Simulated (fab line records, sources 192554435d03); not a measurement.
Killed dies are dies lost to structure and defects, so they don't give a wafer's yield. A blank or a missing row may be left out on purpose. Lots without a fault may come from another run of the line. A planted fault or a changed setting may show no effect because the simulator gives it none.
Which tool did it? | flow n5_finfet | 10 lots, 29 wafers sampled, at 5 steps of a route of 1938

WHAT THE GAUGES READ, wafer by wafer
N5_BEOL_M1_THK_MEAS_53: measures by xrf. Usual: M1_THK 40.1 nm, standard deviation 2.1.
lot  | measured     | on            | M1_THK (nm)    | flag
L598 | day 8 07:33  | film_metro-02 | 38.1 35.0 38.3 |
L599 | day 8 07:56  | film_metro-02 | 40.0 40.1      |
L601 | day 8 10:43  | film_metro-01 | 35.3 39.8 41.4 |
L600 | day 8 11:29  | film_metro-02 | 40.6 39.4 39.1 |
L602 | day 8 19:10  | film_metro-01 | 37.1 41.4 39.9 |
L604 | day 9 09:15  | film_metro-01 | 39.5 41.1 37.4 |
L605 | day 9 12:49  | film_metro-01 | 36.7 37.6 39.3 |
L614 | day 11 01:46 | film_metro-01 | 41.1 38.3 38.8 |
L615 | day 11 03:58 | film_metro-01 | 36.0 40.7 40.6 |
L618 | day 11 23:34 | film_metro-01 | 40.2 41.1 40.7 |

N5_BEOL_M2_THK_MEAS_01. Usual: M2_ILD_THK 79.0 nm, standard deviation 1.
lot  | measured     | on            | M2_ILD_THK (nm) | flag
L598 | day 8 07:57  | film_metro-02 | 77.7 79.3 79.8  |
L599 | day 8 08:19  | film_metro-01 | 77.3 78.5       |
L601 | day 8 11:06  | film_metro-02 | 78.6 77.2 80.2  |
L600 | day 8 11:52  | film_metro-01 | 78.9 79.4 79.2  |
L602 | day 8 19:34  | film_metro-01 | 77.3 80.3 78.7  |
L604 | day 9 09:39  | film_metro-01 | 78.7 79.6 79.0  |
L605 | day 9 13:16  | film_metro-02 | 79.8 79.9 79.1  |
L614 | day 11 02:16 | film_metro-01 | 79.8 78.3 79.4  |
L615 | day 11 04:23 | film_metro-02 | 77.5 78.3 78.3  |
L618 | day 11 23:58 | film_metro-01 | 78.2 78.9 79.1  |

N5_BEOL_M4_RC_MEAS_101. Usual: DIBL_N 36.1 mV/V, standard deviation 2.3; DIBL_P 36 mV/V, standard deviation 3.2; IOFF_N 0.16 nA/um, standard deviation 0.045; IOFF_P 0.21 nA/um, standard deviation 0.049; ION_N 674 uA/um, standard deviation 14; ION_P 462 uA/um, standard deviation 8.4; SS_N 71.6 mV/dec, standard deviation 0.83; SS_P 73.2 mV/dec, standard deviation 0.87; VT_N 249 mV, standard deviation 3.8; VT_P -250 mV, standard deviation 3.4.
lot  | measured     | on        | DIBL_N (mV/V)  | DIBL_P (mV/V) | IOFF_N (nA/um) | IOFF_P (nA/um) | ION_N (uA/um) | ION_P (uA/um) | SS_N (mV/dec)  | SS_P (mV/dec)  | VT_N (mV)   | VT_P (mV)      | flag
L598 | day 10 20:59 | prober-02 | 35.1 39.1 37.9 | 34 39 37      | 0.13 0.20 0.18 | 0.21 0.28 0.25 | 659 675 673   | 461 466 465   | 70.7 72.3 71.7 | 72.9 73.6 73.7 | 250 248 248 | -249 -246 -245 |
L599 | day 12 07:51 | prober-01 | 33.3 34.5      | 35 36         | 0.12 0.13      | 0.19 0.23      | 655 664       | 460 464       | 70.6 70.5      | 73.0 72.7      | 254 249     | -250 -244      |
L601 | day 11 20:04 | prober-01 | 39.1 38.2 36.7 | 42 40 39      | 0.22 0.20 0.19 | 0.29 0.26 0.26 | 686 679 695   | 468 465 481   | 72.3 72.0 71.3 | 74.4 73.7 73.7 | 246 248 244 | -246 -246 -246 |
L600 | day 12 02:29 | prober-01 | 36.3 33.2 36.7 | 33 30 35      | 0.14 0.10 0.14 | 0.18 0.15 0.21 | 650 672 682   | 449 459 470   | 71.9 71.6 72.0 | 72.9 72.3 73.0 | 254 255 253 | -250 -253 -250 |
L602 | day 12 16:52 | prober-02 | 35.8 34.3 34.7 | 36 34 35      | 0.15 0.13 0.14 | 0.20 0.17 0.19 | 674 669 677   | 458 461 460   | 71.7 71.1 70.5 | 72.9 72.6 72.1 | 249 249 249 | -251 -252 -251 |
L604 | day 12 13:42 | prober-02 | 35.9 31.9 35.3 | 36 31 34      | 0.16 0.10 0.16 | 0.18 0.13 0.17 | 671 663 670   | 449 451 453   | 71.5 69.7 70.8 | 74.0 72.0 72.7 | 248 252 246 | -250 -256 -255 |
L605 | day 13 23:03 | prober-02 | 37.8 42.2 36.9 | 38 44 37      | 0.18 0.31 0.17 | 0.23 0.34 0.22 | 684 692 694   | 470 471 468   | 72.6 73.7 71.5 | 73.9 76.2 73.5 | 251 243 246 | -250 -247 -250 |
L614 | day 14 17:44 | prober-01 | 31.4 37.2 36.4 | 30 36 35      | 0.09 0.19 0.16 | 0.13 0.20 0.19 | 645 672 668   | 446 462 458   | 69.8 71.5 71.4 | 72.4 73.5 73.7 | 255 247 250 | -258 -249 -254 |
L615 | day 15 19:12 | prober-01 | 34.4 35.0 35.4 | 36 37 37      | 0.14 0.14 0.15 | 0.16 0.19 0.19 | 672 678 676   | 458 466 465   | 71.9 72.0 72.3 | 72.9 73.1 73.5 | 251 254 251 | -255 -256 -253 |
L618 | day 15 22:50 | prober-02 | 37.6 39.2 36.5 | 38 41 37      | 0.17 0.21 0.15 | 0.20 0.28 0.20 | 673 674 675   | 458 466 462   | 71.3 72.2 71.2 | 73.8 75.1 73.9 | 248 249 248 | -252 -249 -254 |

WHICH TOOL RAN EACH LOT (tool, then ch and the chambers of the sampled wafers, then the start)
lot  | N5_BEOL_M1_SURFACE_TREAT_85  | N5_BEOL_M1_CO_CAP_55
L598 | pvd_sputter-01, day 8 04:46  | cvd_co-01 ch 0,1,2, day 8 07:38
L599 | pvd_sputter-01, day 8 04:54  | cvd_co-01 ch 0,1, day 8 08:01
L601 | pvd_sputter-02, day 8 07:56  | cvd_co-02 ch 0,2, day 8 10:47
L600 | pvd_sputter-01, day 8 08:25  | cvd_co-02 ch 0,1,2, day 8 11:33
L602 | pvd_sputter-02, day 8 16:14  | cvd_co-02 ch 0,1,2, day 8 19:14
L604 | pvd_sputter-02, day 9 06:17  | cvd_co-02 ch 0,2, day 9 09:19
L605 | pvd_sputter-02, day 9 09:47  | cvd_co-01 ch 0,1,2, day 9 12:53
L614 | pvd_sputter-02, day 10 22:29 | cvd_co-02 ch 0,1,2, day 11 01:56
L615 | pvd_sputter-03, day 11 01:12 | cvd_co-02 ch 0,1,2, day 11 04:02
L618 | pvd_sputter-01, day 11 20:30 | cvd_co-02 ch 0,1,2, day 11 23:39
- N5_BEOL_M1_SURFACE_TREAT_85
- N5_BEOL_M1_CO_CAP_55: material Co, precursor CCTBA/H2, target thk 2 nm, time 102.1 s.

WHAT THE TOOLS THEMSELVES READ (means of the sampled wafers that have a number; where no wafer has one, the mark that the record gives instead)
N5_BEOL_M1_CO_CAP_55. Usual: heater_power_w 230 W, standard deviation 14; run_length_s 124.9 s, standard deviation 0.55.
lot  | tool      | heater_power_w (W) | run_length_s (s) | flag
L598 | cvd_co-01 | 242                | 125.0            |
L599 | cvd_co-01 | 246                | 124.8            |
L601 | cvd_co-02 | 212                | 124.6            |
L600 | cvd_co-02 | 221                | 124.7            |
L602 | cvd_co-02 | 221                | 124.6            |
L604 | cvd_co-02 | 220                | 124.5            |
L605 | cvd_co-01 | 235                | 80.7             | OFF
L614 | cvd_co-02 | 221                | 124.6            |
L615 | cvd_co-02 | 218                | 124.7            |
L618 | cvd_co-02 | 219                | 124.8            |

THE ANSWER, worked out from the rows above alone
Rule: a lot is off if the mean of its wafers that have a number lies more than 3 standard deviations from the usual mean. A lot without any number at a reading at which 4 lots or more have one is off too. The other lots that the step has rows for count as sound. The gauges are gone through in route order, then the tools' own readings, and for those a lot's mean is taken as printed above. The first step at which some lot is off is used, and at that step the reading that is off furthest; a lot without a number counts as furthest.
Off: L605, at N5_BEOL_M1_CO_CAP_55 (run_length_s).
A tool fits if, at that step or a process step before it, it ran every lot that is off, and no sound lot after the first of them. One fits: cvd_co-01 at N5_BEOL_M1_CO_CAP_55. Its last sound lot is L599 (day 8 08:01), its first lot that is off L605 (day 9 12:53): a fault that began between those two fits.
The tool's own readings at N5_BEOL_M1_CO_CAP_55 bear it out: on the lots that are off they differ by more than 5 times the standard deviation of the sound lots' means. run_length_s reads 80.7 s there against 124.7 s on the sound lots.

WHAT THE SIMULATOR HAD PUT IN
Process parameter drift: cvd_co-01, from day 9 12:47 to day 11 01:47, at N5_BEOL_M1_CO_CAP_55. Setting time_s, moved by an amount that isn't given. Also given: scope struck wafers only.
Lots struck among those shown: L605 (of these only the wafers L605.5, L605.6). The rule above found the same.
